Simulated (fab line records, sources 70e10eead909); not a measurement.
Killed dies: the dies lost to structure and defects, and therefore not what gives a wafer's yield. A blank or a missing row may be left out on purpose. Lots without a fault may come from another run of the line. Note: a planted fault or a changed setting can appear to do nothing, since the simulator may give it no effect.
Matching of chambers	flow nand_harc	cmp-02 running NHARC_A_STAIRCASE_CMP_152: 4 sister chambers
The step polishes. 4 wafers are shown with their chamber, then 9 later ones without.

## EACH WAFER AND ITS CHAMBER
wafer	chamber	motor_current_A (A)
L083.6	0	13.3
L081.6	2	10.6
L086.2	1	13.5
L086.5	3	12.8

## WAFERS WITH NO CHAMBER GIVEN
wafer	motor_current_A (A)
L085.2	10.8
L085.3	13.1
L085.6	10.6
L093.1	13.2
L093.3	12.3
L093.4	13.0
L096.1	12.6
L096.2	10.9
L096.4	12.3

## EACH ONE'S CHAMBER
wafer	from the rows above	in truth
L085.2	2	2
L085.3	can't be placed: 0 or 3 or 1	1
L085.6	2	2
L093.1	can't be placed: 0 or 1 or 3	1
L093.3	can't be placed: 3 or 0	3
L093.4	can't be placed: 3 or 0 or 1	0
L096.1	can't be placed: 3 or 0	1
L096.2	2	2
L096.4	can't be placed: 3 or 0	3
Correct placement for 3 of the 9. Cannot be placed on the basis of these rows: 6; the candidates contain the true chamber in 5. Placed wrongly: 0.
How it was worked out, from the rows above alone: a wafer's distance from a chamber is the root of the sum, over the readings, of the square of ((its reading less the chamber's mean) divided by the reading's scatter). If the next closest chamber is less than 2 further off than the closest, the wafer can't be placed; otherwise it belongs to the closest. Each chamber's mean is taken over the wafers shown for it. The scatter (one wafer shown for each chamber): square how far every hidden wafer sits from the nearest shown wafer, average those squares and take the square root.
